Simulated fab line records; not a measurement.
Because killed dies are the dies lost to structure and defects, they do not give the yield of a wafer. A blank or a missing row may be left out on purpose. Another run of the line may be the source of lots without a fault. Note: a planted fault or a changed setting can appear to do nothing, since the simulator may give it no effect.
Split-lot trial :: flow n5-finfet :: 7 lots, 21 wafers read, on a route of 1938 steps

SPLIT DETAILS
At N5_BEOL_M9_ETCH_66 (etches SOC in N2/H2, target depth 80 nm, overetch 16 nm, time 120 s), the setting time-s was moved away from the recipe's 120 s on 5 of the 21 wafers read, by -22.5% to +20.6%. The other wafers ran this setting at the recipe's value.

The split's own step is where the reading is taken.

THE READING
SiARC_of_BEOL_M9_COAT_64.thk-nm (the simulator's own value, which no gauge read), in nm, at N5_BEOL_M9_ETCH_66 (etches SOC in N2/H2, target depth 80 nm, overetch 16 nm, time 120 s). The file does not state a usual value for it. The 16 wafers here that ran the recipe average 6.3 nm, standard deviation 0.17 nm.

wafer: L074.1
tool, chamber at the split: rie-diel-01, 0
time-s as run, s: 120
against the recipe: recipe
SiARC_of_BEOL_M9_COAT_64.thk-nm, nm: 6.4
against lot-mates on the recipe: -

wafer: L074.2
tool, chamber at the split: rie-diel-01, 3
time-s as run, s: 120
against the recipe: recipe
SiARC_of_BEOL_M9_COAT_64.thk-nm, nm: 6.2
against lot-mates on the recipe: -

wafer: L074.3
tool, chamber at the split: rie-diel-01, 2
time-s as run, s: 120
against the recipe: recipe
SiARC_of_BEOL_M9_COAT_64.thk-nm, nm: 6
against lot-mates on the recipe: -

wafer: L083.2
tool, chamber at the split: rie-diel-01, 0
time-s as run, s: 120
against the recipe: recipe
SiARC_of_BEOL_M9_COAT_64.thk-nm, nm: 6.4
against lot-mates on the recipe: -

wafer: L083.3
tool, chamber at the split: rie-diel-01, 3
time-s as run, s: 120
against the recipe: recipe
SiARC_of_BEOL_M9_COAT_64.thk-nm, nm: 6.2
against lot-mates on the recipe: -

wafer: L083.6
tool, chamber at the split: rie-diel-01, 3
time-s as run, s: 120
against the recipe: recipe
SiARC_of_BEOL_M9_COAT_64.thk-nm, nm: 6.2
against lot-mates on the recipe: -

wafer: L090.3
tool, chamber at the split: rie-diel-05, 1
time-s as run, s: 93.04
against the recipe: -22.5%
SiARC_of_BEOL_M9_COAT_64.thk-nm, nm: 7.6
against lot-mates on the recipe: +1.3

wafer: L090.4
tool, chamber at the split: rie-diel-05, 0
time-s as run, s: 120
against the recipe: recipe
SiARC_of_BEOL_M9_COAT_64.thk-nm, nm: 6.4
against lot-mates on the recipe: -

wafer: L090.5
tool, chamber at the split: rie-diel-05, 1
time-s as run, s: 120
against the recipe: recipe
SiARC_of_BEOL_M9_COAT_64.thk-nm, nm: 6.2
against lot-mates on the recipe: -

wafer: L092.1
tool, chamber at the split: rie-diel-05, 1,0
time-s as run, s: 120
against the recipe: recipe
SiARC_of_BEOL_M9_COAT_64.thk-nm, nm: 6.4
against lot-mates on the recipe: -

wafer: L092.3
tool, chamber at the split: rie-diel-05, 1,0
time-s as run, s: 120
against the recipe: recipe
SiARC_of_BEOL_M9_COAT_64.thk-nm, nm: 6.4
against lot-mates on the recipe: -

wafer: L092.2
tool, chamber at the split: rie-diel-05, 2
time-s as run, s: 120
against the recipe: recipe
SiARC_of_BEOL_M9_COAT_64.thk-nm, nm: 6
against lot-mates on the recipe: -

wafer: L089.1
tool, chamber at the split: rie-diel-01, 2
time-s as run, s: 120
against the recipe: recipe
SiARC_of_BEOL_M9_COAT_64.thk-nm, nm: 6.2
against lot-mates on the recipe: -

wafer: L089.2
tool, chamber at the split: rie-diel-01, 0
time-s as run, s: 120
against the recipe: recipe
SiARC_of_BEOL_M9_COAT_64.thk-nm, nm: 6.6
against lot-mates on the recipe: -

wafer: L089.3
tool, chamber at the split: rie-diel-01, 3
time-s as run, s: 120
against the recipe: recipe
SiARC_of_BEOL_M9_COAT_64.thk-nm, nm: 6.4
against lot-mates on the recipe: -

wafer: L093.3
tool, chamber at the split: rie-diel-06, 2
time-s as run, s: 144.7
against the recipe: +20.6%
SiARC_of_BEOL_M9_COAT_64.thk-nm, nm: 5
against lot-mates on the recipe: -1.6

wafer: L093.4
tool, chamber at the split: rie-diel-06, 3
time-s as run, s: 144.7
against the recipe: +20.6%
SiARC_of_BEOL_M9_COAT_64.thk-nm, nm: 5.4
against lot-mates on the recipe: -1.2

wafer: L093.5
tool, chamber at the split: rie-diel-06, 0
time-s as run, s: 120
against the recipe: recipe
SiARC_of_BEOL_M9_COAT_64.thk-nm, nm: 6.6
against lot-mates on the recipe: -

wafer: L095.4
tool, chamber at the split: rie-diel-05, 0
time-s as run, s: 138.8
against the recipe: +15.7%
SiARC_of_BEOL_M9_COAT_64.thk-nm, nm: 5.4
against lot-mates on the recipe: -0.8

wafer: L095.5
tool, chamber at the split: rie-diel-05, 1
time-s as run, s: 120
against the recipe: recipe
SiARC_of_BEOL_M9_COAT_64.thk-nm, nm: 6.2
against lot-mates on the recipe: -

wafer: L095.6
tool, chamber at the split: rie-diel-05, 2
time-s as run, s: 138.8
against the recipe: +15.7%
SiARC_of_BEOL_M9_COAT_64.thk-nm, nm: 5
against lot-mates on the recipe: -1.2
Where a row lists several chambers, the file gives one row for several wafers and doesn't say which wafer went through which chamber.

FIT RESULTS
A straight line over all 21 wafers: SiARC_of_BEOL_M9_COAT_64.thk-nm changes by -0.0589 nm for each +1% of time-s; r = -0.94; the points scatter about the line by 0.2 nm.
The same after taking each lot's own level away (the mean of its wafers on the recipe; 21 wafers): -0.0637 nm for each +1%; r = -0.97; scatter 0.16 nm.
According to that fit, moving time-s by its largest amount changes the reading by 1.4 nm.
Across the lots, their own levels run from 6.20 to 6.60 nm, a range of 2.3 times the standard deviation given above.
Hence the lot-to-lot level has little effect on the slope; both slopes agree.
Check: with one of the wafers moved furthest among these (-22.5%) left out of the fit, the line predicts +1.5 nm for it against its lot-mates. Against them it came out at +1.3 nm.

OTHER SPLITS ON THESE WAFERS
Before the reading, these wafers also passed through other splits. Each is held against what the fit with the lots' levels taken away leaves over:
other split on the same wafers: N5_BEOL_M8_EXPOSE_25 dose-mj
wafers away from the commonest value: 9
r with SiARC_of_BEOL_M9_COAT_64.thk-nm (lot level and that fit taken away): +0.10

other split on the same wafers: N5_BEOL_M8_DEP_56 time-s
wafers away from the commonest value: 6
r with SiARC_of_BEOL_M9_COAT_64.thk-nm (lot level and that fit taken away): -0.11

FILE'S OWN FIT
SiARC_of_BEOL_M9_COAT_64.thk-nm changes by -0.0628 nm for each +1% of time-s, r = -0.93.
